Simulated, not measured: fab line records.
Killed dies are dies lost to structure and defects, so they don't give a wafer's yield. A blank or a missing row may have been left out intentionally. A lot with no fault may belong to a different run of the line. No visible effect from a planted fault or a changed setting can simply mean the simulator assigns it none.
Which tool did it? ; flow n5 finfet ; Sampling: 24 lots, 72 wafers, 6 of 1938 route steps

== WHAT EACH GAUGE READ, for each wafer ==
Not one reading of a measure or inspect step in the record can be checked against a usual standard deviation.

== TOOL THAT RAN EACH LOT (tool first, then ch and the chambers of the sampled wafers, then the start) ==
lot;N5_BEOL_M4_DESCUM_33;N5_BEOL_M4_PRE_CLEAN_45;N5_BEOL_M4_ANNEAL_80;N5_BEOL_M4_SPUTTER_81;N5_BEOL_M5_STRIP_91;N5_BEOL_M5_SPUTTER_90
L074;rie diel-01 ch 1,2,3, day 8 10:52;pvd sputter-03, day 8 13:43;pvd sputter-03, day 8 14:38;pvd sputter-03, day 8 14:46;rie diel-03 ch 0,1,2, day 9 05:29 or earlier;pvd sputter-03, day 9 05:29
L077;rie diel-05 ch 0,1, day 8 15:59;pvd sputter-02, day 8 19:52;pvd sputter-03, day 8 22:32;pvd sputter-03, day 8 22:40;rie diel-03 ch 0,3, day 9 12:40 or earlier;pvd sputter-02, day 9 12:40
L076;rie diel-04 ch 2,3, day 8 16:05;pvd sputter-01, day 9 00:42;pvd sputter-02, day 9 01:40;pvd sputter-02, day 9 01:48;rie diel-06 ch 0,1,2, day 9 14:39 or earlier;pvd sputter-01, day 9 14:39
L075;rie diel-04 ch 1,2, day 8 17:47;pvd sputter-02, day 9 00:50;pvd sputter-01, day 9 03:38;pvd sputter-01, day 9 03:46;rie diel-02 ch 0,1,3, day 9 18:35 or earlier;pvd sputter-02, day 9 18:35
L078;rie diel-05 ch 0,1, day 8 20:30;pvd sputter-03, day 9 05:47;pvd sputter-01, day 9 08:22;pvd sputter-01, day 9 08:30;rie diel-03 ch 1,2,3, day 9 22:59 or earlier;pvd sputter-03, day 9 22:59
L079;rie diel-05 ch 0,1,2, day 8 21:01;pvd sputter-03, day 9 05:42;pvd sputter-01, day 9 06:31;pvd sputter-01, day 9 06:40;rie diel-06 ch 1,3, day 9 20:41 or earlier;pvd sputter-01, day 9 20:41
L080;rie diel-04 ch 2,3, day 9 11:25;pvd sputter-02, day 9 22:54;pvd sputter-01, day 9 23:55;pvd sputter-01, day 10 00:04;rie diel-02 ch 0,2,3, day 10 22:33 or earlier;pvd sputter-03, day 10 22:33
L081;rie diel-01 ch 0,1,3, day 10 05:25;pvd sputter-01, day 10 13:13;pvd sputter-03, day 10 14:12;pvd sputter-03, day 10 14:22;rie diel-06 ch 0,1,3, day 11 05:40 or earlier;pvd sputter-01, day 11 05:40
L082;rie diel-04 ch 2,3, day 10 09:31;pvd sputter-03, day 11 11:05;pvd sputter-01, day 11 12:05;pvd sputter-01, day 11 12:14;rie diel-02 ch 2,3, day 12 01:56 or earlier;pvd sputter-03, day 12 01:56
L085;rie diel-04 ch 0,1,3, day 10 14:55;pvd sputter-03, day 11 11:10;pvd sputter-03, day 11 12:07;pvd sputter-03, day 11 12:16;rie diel-02 ch 0,2,3, day 12 03:59 or earlier;pvd sputter-01, day 12 03:59
L084;rie diel-04 ch 0,2,3, day 11 19:47;pvd sputter-01, day 12 15:09;pvd sputter-02, day 12 16:22;pvd sputter-02, day 12 16:30;rie diel-03 ch 0,2, day 13 07:44 or earlier;pvd sputter-01, day 13 07:44
L089;rie diel-01 ch 0,2,3, day 12 12:26;pvd sputter-02, day 13 05:05;pvd sputter-02, day 13 06:05;pvd sputter-02, day 13 06:14;rie diel-02 ch 0,2, day 13 20:24 or earlier;pvd sputter-01, day 13 20:24
L086;rie diel-05 ch 0,2,3, day 12 20:06;pvd sputter-02, day 12 22:38;pvd sputter-01, day 12 23:28;pvd sputter-01, day 12 23:37;rie diel-06 ch 1,2,3, day 13 13:49 or earlier;pvd sputter-02, day 13 13:49
L083;rie diel-05 ch 0,2,3, day 12 20:29;pvd sputter-01, day 13 08:28;pvd sputter-01, day 13 09:26;pvd sputter-01, day 13 09:35;rie diel-03 ch 0,3, day 14 01:07 or earlier;pvd sputter-03, day 14 01:07
L087;rie diel-05 ch 1,2, day 12 21:23;pvd sputter-01, day 13 11:50;pvd sputter-03, day 13 14:23;pvd sputter-03, day 13 14:31;rie diel-06 ch 1,2,3, day 14 06:14 or earlier;pvd sputter-02, day 14 06:14
L088;rie diel-04 ch 0,1,3, day 12 22:19;pvd sputter-02, day 13 16:44;pvd sputter-02, day 13 17:57;pvd sputter-02, day 13 18:05;rie diel-02 ch 0,1,2, day 14 09:31 or earlier;pvd sputter-03, day 14 09:31
L090;rie diel-04 ch 0,3, day 13 00:31;pvd sputter-02, day 14 01:25;pvd sputter-01, day 14 02:27;pvd sputter-01, day 14 02:35;rie diel-03 ch 0,1, day 14 16:34 or earlier;pvd sputter-03, day 14 16:34
L093;rie diel-04 ch 1,2,3, day 13 12:47;pvd sputter-01, day 14 14:16;pvd sputter-01, day 14 15:24;pvd sputter-01, day 14 15:32;rie diel-06 ch 0,1,2, day 15 04:46 or earlier;pvd sputter-02, day 15 04:46
L092;rie diel-01 ch 0,1,3, day 13 17:29;pvd sputter-01, day 14 14:20;pvd sputter-01, day 14 17:14;pvd sputter-01, day 14 17:23;rie diel-03 ch 0,1,3, day 15 07:55 or earlier;pvd sputter-01, day 15 07:55
L094;rie diel-01 ch 0,1,2, day 13 17:49;pvd sputter-02, day 14 19:04;pvd sputter-02, day 14 19:55;pvd sputter-02, day 14 20:03;rie diel-03 ch 0,2,3, day 15 11:29 or earlier;pvd sputter-03, day 15 11:29
L091;rie diel-01 ch 1,2,3, day 13 22:09;pvd sputter-01, day 14 19:04;pvd sputter-03, day 14 20:07;pvd sputter-03, day 14 20:15;rie diel-02 ch 0,3, day 15 10:50 or earlier;pvd sputter-02, day 15 10:50
L095;rie diel-05 ch 1,2, day 14 13:25;pvd sputter-02, day 15 11:43;pvd sputter-02, day 15 12:35;pvd sputter-02, day 15 12:43;rie diel-02 ch 0,1,3, day 16 02:11 or earlier;pvd sputter-01, day 16 02:11
L097;rie diel-01 ch 0,2, day 14 15:07;pvd sputter-02, day 15 11:48;pvd sputter-01, day 15 12:47;pvd sputter-01, day 15 12:56;rie diel-03 ch 2,3, day 16 01:37 or earlier;pvd sputter-03, day 16 01:37
L096;rie diel-01 ch 0,1, day 14 16:18;pvd sputter-02, day 15 18:35;pvd sputter-01, day 15 19:39;pvd sputter-01, day 15 19:47;rie diel-06 ch 2,3, day 16 12:13 or earlier;pvd sputter-03, day 16 12:13
- N5_BEOL_M4_DESCUM_33: chemistry O2, time 7 s.
- N5_BEOL_M4_PRE_CLEAN_45: time 30 s.
- N5_BEOL_M4_ANNEAL_80: time 240 s.
- N5_BEOL_M4_SPUTTER_81: material Cu, target thk 4.5 nm, time 8.29 s.
- N5_BEOL_M5_STRIP_91: strips in N2/H2, time 10 s.
- N5_BEOL_M5_SPUTTER_90: material Cu, target thk 4.5 nm, time 8.29 s.

== WHAT THE TOOLS THEMSELVES READ (means of the sampled wafers that have a number; where no wafer has one, the mark that the record gives instead) ==
N5_BEOL_M4_DESCUM_33.
lot;tool;drypump motor current A (A);oes product au (a.u.);rf vpp V (V);showerhead plenum p Torr (Torr);throttle valve pct (%)
L074;rie diel-01;5.3;0.74;243.3;2.12;20.60
L077;rie diel-05;6.0;0.80;244.0;2.17;20.45
L076;rie diel-04;5.5;0.85;243.2;2.11;20.39
L075;rie diel-04;6.0;0.69;242.6;2.06;20.63
L078;rie diel-05;6.0;0.80;245.2;2.17;20.44
L079;rie diel-05;6.1;0.78;244.9;2.16;20.52
L080;rie diel-04;5.5;0.84;243.2;2.11;20.40
L081;rie diel-01;5.8;0.78;243.4;2.07;20.60
L082;rie diel-04;5.5;0.83;243.0;2.11;20.42
L085;rie diel-04;6.0;0.92;244.0;2.10;20.22
L084;rie diel-04;5.7;0.82;243.6;2.11;20.41
L089;rie diel-01;5.6;0.83;243.6;2.08;20.40
L086;rie diel-05;5.9;0.76;243.9;2.12;20.69
L083;rie diel-05;5.9;0.75;242.8;2.12;20.68
L087;rie diel-05;6.4;0.73;243.2;2.11;20.49
L088;rie diel-04;6.0;0.88;242.9;2.10;20.24
L090;rie diel-04;5.7;0.86;244.2;2.12;20.28
L093;rie diel-04;5.8;0.80;242.7;2.07;20.41
L092;rie diel-01;5.8;0.75;243.5;2.06;20.65
L094;rie diel-01;5.7;0.81;243.6;2.08;20.40
L091;rie diel-01;5.3;0.78;242.8;2.10;20.55
L095;rie diel-05;6.3;0.71;243.3;2.13;20.68
L097;rie diel-01;6.0;0.83;241.9;2.06;20.31
L096;rie diel-01;6.2;0.78;241.9;2.04;20.52

N5_BEOL_M4_PRE_CLEAN_45.
lot;tool;heater power w (W)
L074;pvd sputter-03;358
L077;pvd sputter-02;369
L076;pvd sputter-01;326
L075;pvd sputter-02;386
L078;pvd sputter-03;314
L079;pvd sputter-03;380
L080;pvd sputter-02;363
L081;pvd sputter-01;310
L082;pvd sputter-03;348
L085;pvd sputter-03;319
L084;pvd sputter-01;352
L089;pvd sputter-02;385
L086;pvd sputter-02;384
L083;pvd sputter-01;315
L087;pvd sputter-01;354
L088;pvd sputter-02;385
L090;pvd sputter-02;380
L093;pvd sputter-01;344
L092;pvd sputter-01;312
L094;pvd sputter-02;369
L091;pvd sputter-01;347
L095;pvd sputter-02;376
L097;pvd sputter-02;378
L096;pvd sputter-02;370

N5_BEOL_M4_ANNEAL_80.
lot;tool;heater power w (W)
L074;pvd sputter-03;811
L077;pvd sputter-03;804
L076;pvd sputter-02;975
L075;pvd sputter-01;929
L078;pvd sputter-01;808
L079;pvd sputter-01;880
L080;pvd sputter-01;823
L081;pvd sputter-03;894
L082;pvd sputter-01;952
L085;pvd sputter-03;886
L084;pvd sputter-02;931
L089;pvd sputter-02;949
L086;pvd sputter-01;852
L083;pvd sputter-01;783
L087;pvd sputter-03;803
L088;pvd sputter-02;961
L090;pvd sputter-01;802
L093;pvd sputter-01;790
L092;pvd sputter-01;767
L094;pvd sputter-02;968
L091;pvd sputter-03;884
L095;pvd sputter-02;951
L097;pvd sputter-01;842
L096;pvd sputter-01;879

N5_BEOL_M4_SPUTTER_81.
lot;tool;chamber pressure pa (Pa);chuck gas flow sccm (sccm);throttle valve pct (%)
L074;pvd sputter-03;0.07002;1.30;30.0
L077;pvd sputter-03;0.06999;1.25;31.3
L076;pvd sputter-02;0.06991;1.32;30.0
L075;pvd sputter-01;0.06997;1.29;29.8
L078;pvd sputter-01;0.07003;1.26;29.4
L079;pvd sputter-01;0.07009;1.30;29.9
L080;pvd sputter-01;0.07009;1.26;30.0
L081;pvd sputter-03;0.06999;1.28;31.8
L082;pvd sputter-01;0.07000;1.27;29.9
L085;pvd sputter-03;0.07004;1.26;30.8
L084;pvd sputter-02;0.07010;1.24;30.5
L089;pvd sputter-02;0.06994;1.25;30.7
L086;pvd sputter-01;0.07009;1.24;28.9
L083;pvd sputter-01;0.07004;1.24;28.6
L087;pvd sputter-03;0.06997;1.21;31.3
L088;pvd sputter-02;0.06993;1.24;30.1
L090;pvd sputter-01;0.07014;1.26;29.3
L093;pvd sputter-01;0.07000;1.25;28.5
L092;pvd sputter-01;0.07002;1.27;28.7
L094;pvd sputter-02;0.06999;1.24;29.9
L091;pvd sputter-03;0.06987;1.26;30.9
L095;pvd sputter-02;0.07005;1.26;30.7
L097;pvd sputter-01;0.06998;1.26;29.7
L096;pvd sputter-01;0.06996;1.26;29.9

N5_BEOL_M5_STRIP_91.
lot;tool;drypump motor current A (A);n2 flow sccm (sccm);oes product au (a.u.);rf vpp V (V);showerhead plenum p Torr (Torr);throttle valve pct (%)
L074;rie diel-03;5.4;200.5;0.76;58.9;2.49;23.67
L077;rie diel-03;5.0;200.0;0.87;59.3;2.56;23.33
L076;rie diel-06;5.8;199.6;0.79;59.6;2.51;23.61
L075;rie diel-02;5.9;199.8;0.86;58.6;2.51;23.67
L078;rie diel-03;5.6;199.5;0.78;59.0;2.57;23.71
L079;rie diel-06;5.5;200.4;0.70;59.5;2.55;23.93
L080;rie diel-02;5.8;200.7;0.80;58.6;2.52;23.64
L081;rie diel-06;5.4;199.8;0.76;59.2;2.54;23.79
L082;rie diel-02;5.9;200.3;0.74;58.9;2.51;23.81
L085;rie diel-02;5.8;199.8;0.78;59.5;2.51;23.66
L084;rie diel-03;4.9;199.8;0.84;59.5;2.54;23.43
L089;rie diel-02;5.8;199.8;0.80;58.4;2.52;23.53
L086;rie diel-06;5.9;200.1;0.69;58.6;2.51;23.78
L083;rie diel-03;5.0;200.0;0.81;59.4;2.54;23.38
L087;rie diel-06;5.8;199.6;0.69;58.6;2.51;23.79
L088;rie diel-02;6.0;199.8;0.81;58.5;2.55;23.58
L090;rie diel-03;5.6;199.0;0.91;58.7;2.55;23.58
L093;rie diel-06;5.8;199.4;0.75;59.8;2.50;23.65
L092;rie diel-03;5.4;199.8;0.87;58.6;2.58;23.51
L094;rie diel-03;5.2;200.2;0.84;59.2;2.62;23.47
L091;rie diel-02;5.7;199.8;0.81;59.2;2.45;23.67
L095;rie diel-02;5.9;199.4;0.80;58.7;2.49;23.72
L097;rie diel-03;5.4;200.1;0.86;60.1;2.69;23.56
L096;rie diel-06;5.8;200.2;0.68;59.3;2.48;23.74

N5_BEOL_M5_SPUTTER_90.
lot;tool;chamber pressure pa (Pa);chuck gas flow sccm (sccm);throttle valve pct (%)
L074;pvd sputter-03;0.07006;1.22;30.5
L077;pvd sputter-02;0.06988;1.32;30.5
L076;pvd sputter-01;0.06992;1.23;29.7
L075;pvd sputter-02;0.06987;1.25;30.1
L078;pvd sputter-03;0.06997;1.24;30.7
L079;pvd sputter-01;0.07001;1.30;29.0
L080;pvd sputter-03;0.07008;1.22;30.5
L081;pvd sputter-01;0.06994;1.31;29.1
L082;pvd sputter-03;0.07004;1.26;30.1
L085;pvd sputter-01;0.07008;1.28;29.3
L084;pvd sputter-01;0.07014;1.26;30.3
L089;pvd sputter-01;0.06985;1.30;29.8
L086;pvd sputter-02;0.07007;1.28;30.0
L083;pvd sputter-03;0.07007;1.22;30.2
L087;pvd sputter-02;0.06996;1.24;29.9
L088;pvd sputter-03;0.07010;1.27;29.7
L090;pvd sputter-03;0.07013;1.22;29.8
L093;pvd sputter-02;0.07001;1.31;29.6
L092;pvd sputter-01;0.06975;1.32;28.8
L094;pvd sputter-03;0.07010;1.27;30.9
L091;pvd sputter-02;0.06996;1.24;30.6
L095;pvd sputter-01;0.06998;1.19;29.1
L097;pvd sputter-03;0.07005;1.22;29.9
L096;pvd sputter-03;0.06999;1.21;29.8

== THE ANSWER, worked out from the rows above alone ==
Rule: usual is defined by the lots themselves. Put in order of their means at a reading, lots are off if they are a third of the lots or fewer, leave a main group of 4 or more, and stand apart from it by a gap of 3 or more times the standard deviation of the main group's means; of several such gaps the widest counts. If all means in a main group match to the digits the tables above print for the reading, that group is not used. A lot without any number at a reading at which 4 lots or more have one is off too. The other lots that the step has rows for count as sound. First the gauges in route order, then the tools' own readings, where a lot's mean is used as printed above. At the first step where some lot is off, the reading lying furthest off is the one used; lots without a number count as furthest.
No lot is off on any of the readings shown, so nothing can be concluded from this.

== WHAT THE SIMULATOR HAD PUT IN ==
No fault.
